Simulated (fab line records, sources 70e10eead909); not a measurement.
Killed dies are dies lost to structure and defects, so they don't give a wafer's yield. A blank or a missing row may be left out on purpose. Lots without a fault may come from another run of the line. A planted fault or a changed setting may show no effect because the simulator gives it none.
Which tool did it? | flow nand_harc | 15 lots, 45 wafers sampled, at 4 steps of a route of 1302

WHAT THE GAUGES READ, wafer by wafer
The record holds no reading of a measuring or inspecting step that can be judged against a usual standard deviation.

WHICH TOOL RAN EACH LOT (tool, then ch and the chambers of the sampled wafers, then the start)
lot  | NHARC_P_M2_ANNEAL_31             | NHARC_P_M2_DEP_33               | NHARC_P_BONDPAD_DEP_00                     | NHARC_P_BONDPAD_PEB_07
L378 | rtp_anneal-02 ch 0, day 6 23:34  | pecvd-01 ch 1,2, day 7 00:28    | pecvd-02 ch 0,2, day 7 00:53               | litho_track-02 ch 0, day 7 02:01
L379 | rtp_anneal-01 ch 0, day 7 07:23  | pecvd-02 ch 0,1,2, day 7 08:26  | pecvd-04 ch 1,2, day 7 08:46               | litho_track-05 ch 0, day 7 09:53
L382 | rtp_anneal-01 ch 0, day 8 21:50  | pecvd-02 ch 0,1,2, day 8 22:59  | pecvd-04 ch 0,2, day 8 23:21               | litho_track-02 ch 0, day 9 00:19
L383 | rtp_anneal-01 ch 0, day 9 01:24  | pecvd-02 ch 0,1,2, day 9 02:22  | pecvd-02 ch 0,1,2, day 9 03:47 or earlier  | litho_track-03 ch 0, day 9 03:47
L384 | rtp_anneal-02 ch 0, day 9 08:22  | pecvd-04 ch 0,1,2, day 9 09:17  | pecvd-01 ch 0,1,2, day 9 09:41             | litho_track-02 ch 0, day 9 10:50
L385 | rtp_anneal-02 ch 0, day 10 00:28 | pecvd-04 ch 1,2, day 10 01:41   | pecvd-01 ch 0,1, day 10 02:03              | litho_track-02 ch 0, day 10 03:04
L387 | rtp_anneal-02 ch 0, day 10 19:46 | pecvd-04 ch 0,2, day 10 20:44   | pecvd-04 ch 0,1,2, day 10 22:17 or earlier | litho_track-02 ch 0, day 10 22:17
L388 | rtp_anneal-02 ch 0, day 11 02:34 | pecvd-04 ch 0,2, day 11 03:33   | pecvd-04 ch 0,1, day 11 04:58 or earlier   | litho_track-03 ch 0, day 11 04:58
L389 | rtp_anneal-02 ch 0, day 11 08:28 | pecvd-04 ch 0,1,2, day 11 09:23 | pecvd-02 ch 1,2, day 11 09:50              | litho_track-03 ch 0, day 11 10:50
L390 | rtp_anneal-02 ch 0, day 11 19:18 | pecvd-04 ch 0,1,2, day 11 20:13 | pecvd-04 ch 1,2, day 11 21:44 or earlier   | litho_track-02, day 11 21:44
L391 | rtp_anneal-01 ch 0, day 12 13:13 | pecvd-02 ch 0,1,2, day 12 14:23 | pecvd-02 ch 1,2, day 12 15:48 or earlier   | litho_track-02, day 12 15:48
L392 | rtp_anneal-02 ch 0, day 13 00:58 | pecvd-04 ch 0,1, day 13 01:53   | pecvd-02 ch 0,1,2, day 13 02:23            | litho_track-02, day 13 03:26
L396 | rtp_anneal-01 ch 0, day 14 10:02 | pecvd-02 ch 0,1,2, day 14 11:28 | pecvd-02 ch 0,2, day 14 12:55 or earlier   | litho_track-05 ch 0, day 14 12:55
L399 | rtp_anneal-01 ch 0, day 15 13:31 | pecvd-04 ch 0,1,2, day 15 14:31 | pecvd-04 ch 0,2, day 15 15:53 or earlier   | litho_track-02 ch 0, day 15 15:53
L400 | rtp_anneal-02 ch 0, day 16 03:21 | pecvd-02 ch 1,2, day 16 04:19   | pecvd-01 ch 0,2, day 16 04:43              | litho_track-03 ch 0, day 16 05:44
- NHARC_P_M2_ANNEAL_31: time 90 s.
- NHARC_P_M2_DEP_33: deposits SiCN, target thk 30 nm.
- NHARC_P_BONDPAD_DEP_00: deposits SiCN, target thk 250 nm.
- NHARC_P_BONDPAD_PEB_07: peb time 80 s.

WHAT THE TOOLS THEMSELVES READ (means of the sampled wafers that have a number; where no wafer has one, the mark that the record gives instead)
NHARC_P_M2_ANNEAL_31. Usual: wafer_temp_C_max 225.9, standard deviation 0.31.
lot  | tool          | wafer_temp_C_max | flag
L378 | rtp_anneal-02 | 225.9            |
L379 | rtp_anneal-01 | 225.9            |
L382 | rtp_anneal-01 | 226.1            |
L383 | rtp_anneal-01 | 226.1            |
L384 | rtp_anneal-02 | 225.9            |
L385 | rtp_anneal-02 | 225.6            |
L387 | rtp_anneal-02 | 225.9            |
L388 | rtp_anneal-02 | 225.9            |
L389 | rtp_anneal-02 | 225.6            |
L390 | rtp_anneal-02 | 225.6            |
L391 | rtp_anneal-01 | 225.9            |
L392 | rtp_anneal-02 | 225.7            |
L396 | rtp_anneal-01 | 225.9            |
L399 | rtp_anneal-01 | 226.4            |
L400 | rtp_anneal-02 | 226.0            |

NHARC_P_M2_DEP_33. Usual: chamber_pressure_Torr 3.001 Torr, standard deviation 0.0058; heater_power_w 553 W, standard deviation 80.
lot  | tool     | chamber_pressure_Torr (Torr) | heater_power_w (W) | flag
L378 | pecvd-01 | 3.006                        | 657                |
L379 | pecvd-02 | 3.001                        | 592                |
L382 | pecvd-02 | 3.002                        | 548                |
L383 | pecvd-02 | 3.003                        | 548                |
L384 | pecvd-04 | 2.998                        | 559                |
L385 | pecvd-04 | 2.999                        | 582                |
L387 | pecvd-04 | 2.999                        | 562                |
L388 | pecvd-04 | 3.004                        | 546                |
L389 | pecvd-04 | 2.996                        | 513                |
L390 | pecvd-04 | 3.003                        | 538                |
L391 | pecvd-02 | 3.003                        | 533                |
L392 | pecvd-04 | 3.005                        | 521                |
L396 | pecvd-02 | 2.997                        | 573                |
L399 | pecvd-04 | 3.000                        | 548                |
L400 | pecvd-02 | 2.999                        | 613                |

NHARC_P_BONDPAD_DEP_00. Usual: chamber_pressure_Torr 3.001 Torr, standard deviation 0.0063; heater_power_w 555 W, standard deviation 86.
lot  | tool     | chamber_pressure_Torr (Torr) | heater_power_w (W) | flag
L378 | pecvd-02 | 2.997                        | 504                |
L379 | pecvd-04 | 3.001                        | 544                |
L382 | pecvd-04 | 2.993                        | 567                |
L383 | pecvd-02 | 3.000                        | 554                |
L384 | pecvd-01 | 2.997                        | 570                |
L385 | pecvd-01 | 3.003                        | 570                |
L387 | pecvd-04 | 2.996                        | 554                |
L388 | pecvd-04 | 3.002                        | 483                |
L389 | pecvd-02 | 3.002                        | 617                |
L390 | pecvd-04 | 3.002                        | 540                |
L391 | pecvd-02 | 3.002                        | 632                |
L392 | pecvd-02 | 3.006                        | 476                |
L396 | pecvd-02 | 2.998                        | 504                |
L399 | pecvd-04 | 2.997                        | 563                |
L400 | pecvd-01 | 2.996                        | 594                |

NHARC_P_BONDPAD_PEB_07. Usual: chill_plate_temp_C 23.01 C, standard deviation 0.11; exhaust_pa 45.2 Pa, standard deviation 0.89.
lot  | tool           | chill_plate_temp_C (C) | exhaust_pa (Pa) | flag
L378 | litho_track-02 | 23.05                  | 46.0            |
L379 | litho_track-05 | 22.86                  | 44.2            |
L382 | litho_track-02 | 22.96                  | 46.1            |
L383 | litho_track-03 | 22.97                  | 46.2            |
L384 | litho_track-02 | 23.05                  | 44.8            |
L385 | litho_track-02 | 22.92                  | 45.1            |
L387 | litho_track-02 | 23.09                  | 46.0            |
L388 | litho_track-03 | 22.99                  | 44.7            |
L389 | litho_track-03 | 23.04                  | 44.9            |
L390 | litho_track-02 | -                      | -               | OFF
L391 | litho_track-02 | -                      | -               | OFF
L392 | litho_track-02 | -                      | -               | OFF
L396 | litho_track-05 | 22.97                  | 45.2            |
L399 | litho_track-02 | 23.12                  | 45.2            |
L400 | litho_track-03 | 22.93                  | 45.5            |

THE ANSWER, worked out from the rows above alone
Rule: a lot is off if the mean of its wafers that have a number lies more than 3 standard deviations from the usual mean. A lot without any number at a reading at which 4 lots or more have one is off too. The other lots that the step has rows for count as sound. The gauges are gone through in route order, then the tools' own readings, and for those a lot's mean is taken as printed above. The first step at which some lot is off is used, and at that step the reading that is off furthest; a lot without a number counts as furthest.
Off: L390, L391, L392, at NHARC_P_BONDPAD_PEB_07 (chill_plate_temp_C). Without a number there: L390, L391, L392.
A tool fits if, at that step or a process step before it, it ran every lot that is off, and no sound lot after the first of them. NHARC_P_BONDPAD_DEP_00 gives no start for some lots, so the hours and the order of its lots are those of NHARC_P_BONDPAD_PEB_07. None of those tried fits.

WHAT THE SIMULATOR HAD PUT IN
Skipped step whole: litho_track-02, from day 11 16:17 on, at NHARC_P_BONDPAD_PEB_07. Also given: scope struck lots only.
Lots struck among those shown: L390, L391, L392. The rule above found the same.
